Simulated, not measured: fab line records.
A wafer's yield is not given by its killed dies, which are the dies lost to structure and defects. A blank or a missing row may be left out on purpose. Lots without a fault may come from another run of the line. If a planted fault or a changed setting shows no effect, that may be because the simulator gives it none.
fab line records	flow n5_finfet
record lots=9	wafers=27	last_day=18
route steps=1938 shown HKMG_FIN@440 BEOL_M4@1096 PASSIVATION@1936
lots untouched by any fault: they come from a run of this same line in which no faults occurred
start_h: hours from the record's first day to the start of the lot's first wafer shown	wait_h: how many hours have passed since the lot's step before this one	" same as the row above	L1.1+2: a single row standing in for several wafers	- value missing, or start not given	* or withheld: withheld	< > ~ a bound
route shown NAME@n: NAME is a module with steps in the file, n the number in the route of the first one	usual: mean/standard deviation of fault-free wafers	same: alike in all rows	chamber/n: place in a boat	sites: the reading at each site	_std_site: how widely they spread, as a standard deviation	_edge_site: inner sites' mean taken away from outer sites' mean	radius_mm: how far each site lies from the wafer's centre	mask NAME#n: copy n	behind: the tool/chamber that last shaped the wafer	hold: reason for holding the lot/hours on hold/outcome of the hold	device: which transistor (n, p or np) failed to switch	end of line: the route-end tests of the same wafers	for a step that has no rows: nothing shown but its recipe	killed: at the first sort, the dies lost to defects and structure; wafer yield is something else	map: dies across one wafer; x = killed, . = not, _ = none there
set.NAME: setting as actually run; set.NAME@STEP: the setting as run at that earlier step	model.NAME: the simulator's own value behind a step, which no gauge read
a sample of lots followed through the steps of the route, with each step as a table and each wafer as a row
services: the hour from which a tool's chamber was out of use, counted from the record's first day as start_h (under 0 if before that day), plus the number of hours and why
## steps
# step N5_HKMG_FIN_WET_ETCH_18
# recipe chemistry=SC1	target=TiN	mix=1:1:5	temp_c=*	time_s=55	target_depth_nm=5.2	dry=ipa_marangoni	rinse_time_s=30	rinse_temp_c=23
# usual bath_guard_temp_C=*	nh4oh_flow_mL_min=214.3/0.71	temp_c=*
# same rinse_time_s=30
lot.wafer	tool	chamber	start_h	wait_h	bath_guard_temp_C	nh4oh_flow_mL_min	temp_c
L604.1	wet_bench-04	6	80.77	0.1	*	212.9	*
L604.3	"	0	"	"	*	214.7	*
L604.6	"	2	"	"	*	214.5	*
L605.1	wet_bench-06	3	87.78	0.1	*	214.7	*
L605.4	"	0	"	"	*	214.2	*
L605.5	"	1	"	"	*	213.5	*
L606.2	wet_bench-06	3	89.94	0.1	*	215.2	*
L606.3	"	6	"	"	*	214.4	*
L606.6	"	1	"	"	*	213.1	*
L607.1	wet_bench-01	3	103.21	0.1	*	214.5	*
L607.2	"	6	"	"	*	215.3	*
L607.4	"	4	"	"	*	215.9	*
L608.1	wet_bench-01	2	107.44	0.1	*	214.6	*
L608.2	"	1	"	"	*	214.3	*
L608.6	"	5	"	"	*	215.5	*
L609.1	wet_bench-04	6	113.99	0.1	*	214.0	*
L609.3	"	7	"	"	*	214.2	*
L609.5	"	1	"	"	*	213.4	*
L617.2	wet_bench-04	6	154.41	0.1	*	214.8	*
L617.4	"	4	"	"	*	214.0	*
L617.6	"	2	"	"	*	213.5	*
L621.4	wet_bench-04	1	180.96	0.1	*	213.1	*
L621.5	"	2	"	"	*	215.1	*
L621.6	"	6	"	"	*	214.3	*
L624.1	wet_bench-01	2	203.69	0.1	*	214.9	*
L624.3	"	0	"	"	*	213.6	*
L624.6	"	7	"	"	*	213.6	*
# step N5_BEOL_M4_SPUTTER_92
# recipe material=Cu	target_thk_a=45	temp_c=-20	chamber_pressure_pa=0.07	power_w=withheld	time_s=8.29
# usual chamber_pressure_pa=0.07/0.00014	susceptor_temp_C=-20.01/0.11	throttle_valve_pct=30.1/1.5
# same time_s=8.29
lot.wafer	tool	chamber	start_h	wait_h	chamber_pressure_pa	susceptor_temp_C	throttle_valve_pct
L604.1	pvd_sputter-02	-	160.09	0.1	0.07014	-19.97	31.1
L604.3	"	-	"	"	0.06974	-19.84	28.5
L604.6	"	-	"	"	0.07022	-19.98	31.1
L605.1	pvd_sputter-01	-	171.35	0.1	0.06996	-19.91	29.6
L605.4	"	-	"	"	0.06993	-19.98	29.9
L605.5	"	-	"	"	0.06999	-20.03	29.8
L606.2	pvd_sputter-03	-	190.73	0.1	0.07021	-20.07	27.7
L606.3	"	-	"	"	0.07016	-19.98	31.5
L606.6	"	-	"	"	0.07	-20.06	27.6
L607.1	pvd_sputter-01	-	195.26	0.1	0.06993	-20.15	29.9
L607.2	"	-	"	"	0.06991	-20.19	30.5
L607.4	"	-	"	"	0.0698	-20.06	29.8
L608.1	pvd_sputter-02	-	202.87	0.1	0.06978	-19.96	32.5
L608.2	"	-	"	"	0.07003	-20.00	29.0
L608.6	"	-	"	"	0.07001	-20.07	29.4
L609.1	pvd_sputter-02	-	204.97	0.1	0.06994	-19.88	31.2
L609.3	"	-	"	"	0.06998	-20.14	29.8
L609.5	"	-	"	"	0.06976	-19.92	32.7
L617.2	pvd_sputter-02	-	248.75	0.1	0.07006	-20.05	32.5
L617.4	"	-	"	"	0.07009	-20.00	28.7
L617.6	"	-	"	"	0.07003	-19.95	28.4
L621.4	pvd_sputter-02	-	259.40	0.1	0.06996	-19.86	29.2
L621.5	"	-	"	"	0.06996	-20.02	28.5
L621.6	"	-	"	"	0.06988	-19.90	32.5
L624.1	pvd_sputter-03	-	307.81	0.1	0.07008	-19.99	31.8
L624.3	"	-	"	"	0.0699	-19.95	29.0
L624.6	"	-	"	"	0.06997	-19.84	30.8
# step N5_BEOL_M4_SPUTTER_94
# recipe material=Cu	target_thk_a=45	temp_c=-20	chamber_pressure_pa=0.07	power_w=withheld	time_s=8.29
# usual chamber_pressure_pa=0.07001/0.00015	susceptor_temp_C=-20.00/0.1	throttle_valve_pct=30.2/1.5
# same time_s=8.29
lot.wafer	tool	chamber	start_h	wait_h	chamber_pressure_pa	susceptor_temp_C	throttle_valve_pct
L604.1	pvd_sputter-02	-	160.31	0.1	0.0698	-20.01	30.9
L604.3	"	-	"	"	0.07006	-19.70	28.4
L604.6	"	-	"	"	0.06997	-19.94	30.9
L605.1	pvd_sputter-01	-	171.57	0.1	0.06995	-20.03	30.0
L605.4	"	-	"	"	0.07025	-20.00	30.0
L605.5	"	-	"	"	0.0699	-20.21	29.7
L606.2	pvd_sputter-03	-	190.95	0.1	0.0698	-20.08	27.5
L606.3	"	-	"	"	0.06996	-19.96	31.6
L606.6	"	-	"	"	0.07005	-20.09	27.7
L607.1	pvd_sputter-01	-	195.48	0.1	0.07006	-19.95	30.0
L607.2	"	-	"	"	0.0701	-20.21	30.5
L607.4	"	-	"	"	0.07008	-20.00	29.9
L608.1	pvd_sputter-02	-	203.09	0.1	0.07015	-20.06	32.8
L608.2	"	-	"	"	0.06996	-19.99	29.3
L608.6	"	-	"	"	0.06996	-20.09	29.1
L609.1	pvd_sputter-02	-	205.19	0.1	0.07009	-20.00	31.0
L609.3	"	-	"	"	0.07022	-19.96	29.1
L609.5	"	-	"	"	0.06969	-20.07	32.6
L617.2	pvd_sputter-02	-	248.97	0.1	0.07015	-19.98	32.5
L617.4	"	-	"	"	0.07001	-19.96	28.6
L617.6	"	-	"	"	0.07006	-19.93	28.4
L621.4	pvd_sputter-02	-	259.62	0.1	0.06997	-19.84	29.1
L621.5	"	-	"	"	0.07028	-20.17	28.7
L621.6	"	-	"	"	0.07015	-20.11	32.4
L624.1	pvd_sputter-03	-	308.03	0.1	0.06992	-19.99	31.6
L624.3	"	-	"	"	0.07	-19.98	28.4
L624.6	"	-	"	"	0.06978	-19.98	30.9
# step N5_BEOL_M4_RS_MEAS_58
# recipe thk_meas_gauge=four-point-probe	reads=Co_of_BEOL_M4_CO_CAP_55+Cu_of_BEOL_M4_ECD_50+Co_of_BEOL_M4_CVD_47+TaN_of_BEOL_M4_ALD_84
# usual M4_RS=0.68/0.036
lot.wafer	tool	chamber	start_h	wait_h	M4_RS[ohm/sq]
L604.1	film_metro-01	-	161.57	0.0	0.72
L604.3	"	-	"	"	0.66
L604.6	"	-	"	"	0.74
L605.1	film_metro-02	-	172.85	0.0	0.71
L605.4	"	-	"	"	0.72
L605.5	"	-	"	"	0.70
L606.2	film_metro-01	-	192.23	0.1	0.74
L606.3	"	-	"	"	0.65
L606.6	"	-	"	"	0.67
L607.1	film_metro-02	-	196.75	0.0	0.68
L607.2	"	-	"	"	0.67
L607.4	"	-	"	"	0.65
L608.1	film_metro-02	-	204.36	0.0	0.69
L608.2	"	-	"	"	0.70
L608.6	"	-	"	"	0.65
L609.1	film_metro-01	-	206.47	0.0	0.69
L609.3	"	-	"	"	0.64
L609.5	"	-	"	"	0.64
L617.2	film_metro-02	-	250.27	0.1	0.71
L617.4	"	-	"	"	0.70
L617.6	"	-	"	"	0.75
L621.4	film_metro-01	-	260.89	0.0	0.65
L621.5	"	-	"	"	0.64
L621.6	"	-	"	"	0.67
L624.1	film_metro-02	-	309.30	0.0	0.62
L624.3	"	-	"	"	0.63
L624.6	"	-	"	"	0.61
# step N5_BEOL_M4_RC_MEAS_101
# usual DIBL_N=35.9/1.4	DIBL_P=35.9/1.7	IOFF_N=0.160/0.026	IOFF_N_85C=3.1/0.42	IOFF_N_LIN=0.074/0.0096	IOFF_N_LONG=5.6e-05/2.4e-06	IOFF_P=0.21/0.036	ION_N=672/11	ION_P=461/8.1	SS_N=71.4/0.54	SS_P=73.2/0.67	VT_N=249.3/2.7	VT_N_LONG=274.5/1.7	VT_N_LVT=98.2/2.6	VT_P=-250/3.9
lot.wafer	tool	chamber	start_h	wait_h	DIBL_N[mV/V]	DIBL_P[mV/V]	IOFF_N[nA/um]	IOFF_N_85C[nA/um]	IOFF_N_LIN[nA/um]	IOFF_N_LONG[nA/um]	IOFF_P[nA/um]	ION_N[uA/um]	ION_P[uA/um]	SS_N[mV/dec]	SS_P[mV/dec]	VT_N[mV]	VT_N_LONG[mV]	VT_N_LVT[mV]	VT_P[mV]
L604.1	prober-01	0	161.63	0.0	35.5	35.6	0.172	3.4	0.080	6.15e-05	0.26	685	473	71.3	73.5	250.0	276.3	95.7	-243
L604.3	"	0	"	"	34.1	33.7	0.148	2.9	0.072	6.01e-05	0.23	678	478	71.3	73.0	248.9	272.9	97.7	-246
L604.6	"	0	"	"	34.8	34.4	0.159	3.1	0.075	6.2e-05	0.24	681	474	71.0	72.9	248.9	273.8	96.4	-244
L605.1	prober-01	0	172.90	0.0	34.3	33.6	0.129	2.6	0.063	5.53e-05	0.19	660	462	71.6	72.8	250.5	275.2	100.6	-248
L605.4	"	0	"	"	38.8	39.7	0.233	4.2	0.101	5.65e-05	0.29	687	468	72.8	74.8	243.2	275.9	93.4	-244
L605.5	"	0	"	"	36.5	35.2	0.155	3.0	0.070	5.45e-05	0.22	672	457	72.1	73.3	251.0	273.7	99.6	-247
L606.2	prober-01	0	192.44	0.2	34.8	34.6	0.127	2.6	0.062	5.63e-05	0.20	660	460	71.4	71.7	253.8	273.4	100.2	-248
L606.3	"	0	"	"	36.4	37.3	0.172	3.4	0.080	5.86e-05	0.26	683	474	71.5	73.3	250.2	274.9	95.6	-246
L606.6	"	0	"	"	32.5	32.9	0.114	2.4	0.058	5.72e-05	0.19	669	470	70.7	72.3	250.5	273.8	100.7	-247
L607.1	prober-02	0	196.80	0.0	36.3	36.2	0.161	3.1	0.076	5.72e-05	0.22	674	462	71.1	74.1	249.6	272.9	100.2	-247
L607.2	"	0	"	"	38.0	39.1	0.208	3.9	0.094	5.73e-05	0.28	682	465	72.0	73.7	246.3	274.2	95.4	-248
L607.4	"	0	"	"	36.7	35.7	0.169	3.3	0.076	5.72e-05	0.21	674	454	71.8	73.2	250.4	271.6	99.9	-247
L608.1	prober-02	0	204.42	0.0	37.0	38.7	0.187	3.6	0.087	5.4e-05	0.24	680	455	72.2	74.2	246.1	275.7	96.8	-249
L608.2	"	0	"	"	35.1	36.5	0.160	3.2	0.077	5.67e-05	0.20	680	468	71.6	73.1	248.8	273.2	97.2	-253
L608.6	"	0	"	"	34.3	35.6	0.139	2.8	0.068	5.6e-05	0.18	673	459	71.5	73.1	249.6	274.1	100.0	-255
L609.1	prober-01	0	206.52	0.0	37.4	35.6	0.178	3.4	0.079	5.45e-05	0.20	674	456	71.8	73.3	247.8	275.6	94.7	-255
L609.3	"	0	"	"	37.1	36.0	0.178	3.4	0.078	5.48e-05	0.21	686	458	71.6	73.6	249.2	273.3	95.0	-253
L609.5	"	0	"	"	35.0	33.4	0.136	2.7	0.063	5.43e-05	0.16	664	448	71.7	72.4	253.0	272.4	99.0	-255
L617.2	prober-01	0	250.47	0.2	37.2	37.7	0.052	1.2	0.024	2.79e-05	0.26	599	476	71.4	73.8	281.1	312.3	130.5	-247
L617.4	"	0	"	"	33.9	32.7	0.125	2.5	0.060	5.47e-05	0.18	672	458	71.0	72.8	253.8	275.8	101.5	-249
L617.6	"	0	"	"	36.1	35.5	0.163	3.2	0.073	5.62e-05	0.21	674	461	71.4	73.1	249.0	275.8	96.8	-250
L621.4	prober-02	0	261.40	0.5	37.7	38.0	0.194	3.7	0.090	5.84e-05	0.29	690	478	71.5	73.4	245.4	274.8	93.6	-244
L621.5	"	0	"	"	38.6	38.5	0.223	4.1	0.098	5.82e-05	0.30	675	467	71.7	74.1	243.9	273.9	93.0	-244
L621.6	"	0	"	"	36.4	36.7	0.050	1.2	0.023	2.97e-05	0.26	601	474	71.2	72.9	280.4	311.9	131.1	-244
L624.1	prober-02	0	309.35	0.0	36.1	34.4	0.142	2.8	0.067	5.16e-05	0.15	664	450	70.9	72.8	249.5	277.1	96.9	-258
L624.3	"	0	"	"	37.1	36.0	0.142	2.8	0.066	4.89e-05	0.17	643	441	71.9	73.1	253.3	275.1	97.5	-254
L624.6	"	0	"	"	37.0	36.6	0.158	3.0	0.074	4.97e-05	0.18	674	450	71.8	73.2	248.2	276.5	96.4	-255
# step N5_PASSIVATION_PROBE_49
# usual defect_limited_yield=90.9/1.5	killed_at_M0_to_M3=35/10	killed_at_M4_up=14/5.2	killed_at_contacts=13/7.3	killed_at_front_end=42/12	killed_at_other=3.4/2.5	killed_dies=108/18	killed_open=70/13	killed_short=35/8	sort_bin_4_leakage=0.00/0.007	sort_bin_5_function=5.4/1	sort_bin_6_memory=3.4/0.71	sort_bin_8_speed=0.00/0.0099	sort_n_pass=1072/18	sort_yield_pct=90.9/1.5
# same gross_dies=1180	killed_at_back_side=0
lot.wafer	tool	chamber	start_h	wait_h	defect_limited_yield[%]	killed_at_M0_to_M3	killed_at_M4_up	killed_at_contacts	killed_at_front_end	killed_at_other	killed_dies	killed_open	killed_short	sort_bin_4_leakage[%]	sort_bin_5_function[%]	sort_bin_6_memory[%]	sort_bin_8_speed[%]	sort_n_pass	sort_yield_pct[%]
L604.1	prober-02	-	273.68	0.0	93.1	25	12	11	28	6	82	49	32	0	3.3	3.3	0	1098	93.1
L604.3	prober-02	-	273.78	0.1	92.8	18	16	14	33	4	85	57	26	0	4.9	1.9	0	1095	92.8
L604.6	prober-02	-	273.93	0.3	91.5	19	23	10	42	6	100	70	24	0	4.9	3.2	0	1080	91.5
L607.1	prober-02	-	294.98	0.0	91.2	61	15	7	21	0	104	62	40	0	5.2	3.3	0	1076	91.2
L607.2	prober-02	-	295.03	0.1	91.6	35	11	11	37	5	99	57	37	0	5.3	2.5	0	1081	91.6
L607.4	prober-02	-	295.13	0.2	93.2	23	18	3	36	0	80	61	15	0	4.1	2.6	0	1100	93.2
L608.1	prober-01	-	303.99	0.0	90.7	29	10	11	55	5	110	69	36	0	5.5	3.2	0	1070	90.7
L608.2	prober-01	-	304.04	0.1	93.7	25	6	4	37	2	74	51	23	0	3.6	2.3	0	1106	93.7
L608.6	prober-01	-	304.24	0.3	92.1	32	14	12	31	4	93	57	34	0	4.3	3.1	0	1087	92.1
L617.2	prober-01	-	366.40	0.1	92.5	17	16	13	36	6	88	54	33	0	4.4	2.5	91.36	14	1.2
L617.4	prober-01	-	366.50	0.2	90.8	14	8	30	53	4	109	69	38	0	5.2	3.8	0	1071	90.8
L617.6	prober-01	-	366.60	0.3	93.7	13	7	9	37	8	74	50	22	0	3.4	2.6	0.08	1106	93.7
L621.4	prober-02	-	367.17	0.2	91.4	31	10	18	42	0	101	63	36	0	4.8	3.6	0	1079	91.4
L621.5	prober-02	-	367.22	0.2	90.7	55	16	5	34	0	110	62	45	0	6.2	2.7	0	1070	90.7
L621.6	prober-02	-	367.27	0.3	91.5	32	17	8	39	4	100	73	26	0	5.2	3.1	91.36	2	0.2
L624.1	prober-01	-	425.81	0.0	88.6	41	23	13	55	2	134	85	45	0	5.6	5.1	0	1046	88.6
L624.3	prober-01	-	425.91	0.1	88.1	55	18	9	57	1	140	103	34	0	7.6	3.9	0	1040	88.1
L624.6	prober-01	-	426.06	0.3	87.5	38	18	12	78	1	147	90	55	0	7.5	4.7	0	1033	87.5
# killed by level:class
L604.1 MOL_CONTACT_COAG:geometric_particle:open=7 BEOL_M3:geometric_particle:open=7 FIN_SAQP:geometric_particle:short=6 BEOL_M0_SAQP:geometric_particle:short=6 BEOL_M1:geometric_particle:open=5 STI_FIN_REVEAL:geometric_particle:open=4 ILD0:geometric_particle:open=4 MOL_CONTACT_COAG:geometric_particle:short=4
L604.3 MOL_CONTACT_COAG:geometric_particle:open=14 BEOL_M4:geometric_particle:open=13 GATE_CUT:geometric_particle:short=7 FIN_SAQP:geometric_particle:open=6 FIN_SAQP:geometric_particle:short=5 BEOL_M0_SAQP:geometric_particle:open=4 BEOL_M0_SAQP:geometric_particle:short=4 ILD0:geometric_particle:short=3
L604.6 FIN_SAQP:geometric_particle:open=17 BEOL_M4:geometric_particle:open=17 MOL_CONTACT_COAG:geometric_particle:open=6 BEOL_M0_SAQP:geometric_particle:open=5 FIN_SAQP:geometric_particle:short=4 BEOL_M3:geometric_particle:open=4 STARTING-WAFER:geometric_particle:open=4 BEOL_M0:geometric_particle:open=3
L607.1 BEOL_M0_SAQP:geometric_particle:short=21 BEOL_M0_SAQP:geometric_particle:open=17 BEOL_M2:geometric_particle:open=11 MOL_CONTACT_COAG:geometric_particle:open=7 GATE_CUT:geometric_particle:open=5 BEOL_M4:geometric_particle:open=5 FIN_SAQP:geometric_particle:short=4 BEOL_M2:geometric_particle:short=4
L607.2 BEOL_M0_SAQP:geometric_particle:short=13 BEOL_M0_SAQP:geometric_particle:open=9 MOL_CONTACT_COAG:geometric_particle:open=8 FIN_SAQP:geometric_particle:open=7 FIN_SAQP:geometric_particle:short=6 GATE_CUT:geometric_particle:open=5 GATE_CUT:geometric_particle:short=5 STI_FIN_REVEAL:geometric_particle:open=4
L607.4 FIN_SAQP:geometric_particle:open=11 BEOL_M0_SAQP:geometric_particle:open=8 BEOL_M4:geometric_particle:open=8 STI_FIN_REVEAL:geometric_particle:open=5 BEOL_M2:geometric_particle:open=5 STARTING-WAFER:geometric_particle:open=5 FIN_SAQP:geometric_particle:short=4 DUMMY_GATE:geometric_particle:open=4
L608.1 FIN_SAQP:geometric_particle:open=11 FIN_SAQP:geometric_particle:short=9 STI_FIN_REVEAL:geometric_particle:open=7 MOL_CONTACT_COAG:geometric_particle:open=6 DUMMY_GATE:geometric_particle:open=5 BEOL_M1:geometric_particle:open=5 BEOL_M2:geometric_particle:open=5 ILD0:geometric_particle:short=4
L608.2 FIN_SAQP:geometric_particle:short=9 FIN_SAQP:geometric_particle:open=8 BEOL_M3:geometric_particle:open=6 BEOL_M0_SAQP:geometric_particle:open=6 BEOL_M2:geometric_particle:open=5 MOL_CONTACT_COAG:geometric_particle:open=4 DUMMY_GATE:geometric_particle:open=3 STARTING-WAFER:geometric_particle:open=3
L608.6 BEOL_M0_SAQP:geometric_particle:open=11 MOL_CONTACT_COAG:geometric_particle:open=10 BEOL_M0_SAQP:geometric_particle:short=10 FIN_SAQP:geometric_particle:short=6 DUMMY_GATE:geometric_particle:open=6 STI_FIN_REVEAL:geometric_particle:open=5 BEOL_M3:geometric_particle:open=5 FIN_SAQP:geometric_particle:open=4
L617.2 FIN_SAQP:geometric_particle:short=9 FIN_SAQP:geometric_particle:open=8 STI_FIN_REVEAL:geometric_particle:open=8 MOL_CONTACT_COAG:geometric_particle:short=7 BEOL_M4:geometric_particle:open=7 MOL_CONTACT_COAG:geometric_particle:open=6 BEOL_M0_SAQP:geometric_particle:short=5 BEOL_M3:geometric_particle:open=5
L617.4 MOL_CONTACT_COAG:geometric_particle:open=27 FIN_SAQP:geometric_particle:short=12 STI_FIN_REVEAL:geometric_particle:open=11 FIN_SAQP:geometric_particle:open=9 BEOL_M0_SAQP:geometric_particle:short=5 STI_FIN_REVEAL:geometric_particle:short=4 STARTING-WAFER:geometric_particle:open=4 MOL_CONTACT_COAG:geometric_particle:short=3
L617.6 STI_FIN_REVEAL:geometric_particle:open=17 DUMMY_GATE:geometric_particle:open=8 MOL_CONTACT_COAG:geometric_particle:open=7 BEOL_M0_SAQP:geometric_particle:open=3 BEOL_M0:geometric_particle:short=3 BEOL_M1:geometric_particle:open=3 MIM_TOP:geometric_particle:short=3 STARTING-WAFER:geometric_particle:open=3
L621.4 FIN_SAQP:geometric_particle:open=15 MOL_CONTACT_COAG:geometric_particle:open=13 BEOL_M0_SAQP:geometric_particle:short=8 BEOL_M0_SAQP:geometric_particle:open=8 FIN_SAQP:geometric_particle:short=5 DUMMY_GATE:geometric_particle:open=5 MOL_CONTACT_COAG:geometric_particle:short=5 BEOL_M2:geometric_particle:short=5
L621.5 BEOL_M0_SAQP:geometric_particle:open=15 BEOL_M0_SAQP:geometric_particle:short=11 FIN_SAQP:geometric_particle:short=8 BEOL_M2:geometric_particle:open=8 BEOL_M0:geometric_particle:open=7 DUMMY_GATE:geometric_particle:open=6 DUMMY_GATE:geometric_particle:short=5 BEOL_M2:geometric_particle:short=5
L621.6 FIN_SAQP:geometric_particle:open=15 BEOL_M2:geometric_particle:open=9 BEOL_M4:geometric_particle:open=7 MOL_CONTACT_COAG:geometric_particle:open=6 BEOL_M0:geometric_particle:open=6 STARTING-WAFER:geometric_particle:open=6 FIN_SAQP:geometric_particle:short=5 BEOL_M0_SAQP:geometric_particle:short=5
L624.1 FIN_SAQP:geometric_particle:short=11 FIN_SAQP:geometric_particle:open=11 MOL_CONTACT_COAG:geometric_particle:open=11 STI_FIN_REVEAL:geometric_particle:open=10 BEOL_M4:geometric_particle:open=10 GATE_CUT:geometric_particle:short=8 BEOL_M2:geometric_particle:open=7 BEOL_M0_SAQP:geometric_particle:open=6
L624.3 BEOL_M2:geometric_particle:open=20 STI_FIN_REVEAL:geometric_particle:open=18 FIN_SAQP:geometric_particle:open=10 BEOL_M4:geometric_particle:open=10 BEOL_M0:geometric_particle:open=7 MOL_CONTACT_COAG:geometric_particle:open=7 BEOL_M3:geometric_particle:open=6 GATE_CUT:geometric_particle:short=6
L624.6 STI_FIN_REVEAL:geometric_particle:open=20 FIN_SAQP:geometric_particle:open=14 GATE_CUT:geometric_particle:short=14 BEOL_M2:geometric_particle:open=9 BEOL_M4:geometric_particle:open=9 FIN_SAQP:geometric_particle:short=8 MOL_CONTACT_COAG:geometric_particle:open=8 BEOL_M0_SAQP:geometric_particle:short=7
## services
tool	chamber	start_h	hours	kind
pvd_sputter-03	-	134.43	3.8	repair
pvd_sputter-02	-	138.49	1.9	repair
wet_bench-04	-	144.02	0.9	repair
pvd_sputter-03	-	149.97	2.2	repair
wet_bench-04	-	208.38	4.0	repair
pvd_sputter-01	-	297.03	20.4	repair
## key
first_sign step=N5_BEOL_M4_RC_MEAS_101	reading=VT_N_LONG	direction=up	sigmas=22	usual=274.5	struck=312.1
effect step=N5_BEOL_M4_RC_MEAS_101	reading=VT_N_LVT	direction=up	sigmas=12	usual=98.2	struck=130.8
effect step=N5_BEOL_M4_RC_MEAS_101	reading=VT_N	direction=up	sigmas=11	usual=249.3	struck=280.7
effect step=N5_BEOL_M4_RC_MEAS_101	reading=IOFF_N_LONG	direction=down	sigmas=11	usual=5.6e-05	struck=2.88e-05
effect step=N5_BEOL_M4_RC_MEAS_101	reading=ION_N	direction=down	sigmas=6.8	usual=672	struck=600
effect step=N5_BEOL_M4_RC_MEAS_101	reading=IOFF_N_LIN	direction=down	sigmas=5.3	usual=0.074	struck=0.023
effect step=N5_BEOL_M4_RC_MEAS_101	reading=IOFF_N_85C	direction=down	sigmas=4.6	usual=3.1	struck=1.2
effect step=N5_BEOL_M4_RC_MEAS_101	reading=IOFF_N	direction=down	sigmas=4.3	usual=0.160	struck=0.051
effect step=N5_PASSIVATION_PROBE_49	reading=sort_bin_8_speed	direction=up	sigmas=99+	usual=0.00	struck=91.36
met_at N5_HKMG_FIN_WET_ETCH_18
struck_lots L617,L621
struck_wafers L617.2,L621.6
not_acting_at N5_BEOL_M4_SPUTTER_92,N5_BEOL_M4_SPUTTER_94,N5_BEOL_M4_RS_MEAS_58
onset_between 113.99 154.41
fault kind=process_parameter_drift	tool=wet_bench-04	chamber=6	onset_h=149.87	steps=N5_HKMG_FIN_WET_ETCH_18	channel=time_s	offset=*	shape=step	end_h=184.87	acts_in=*	stated=*
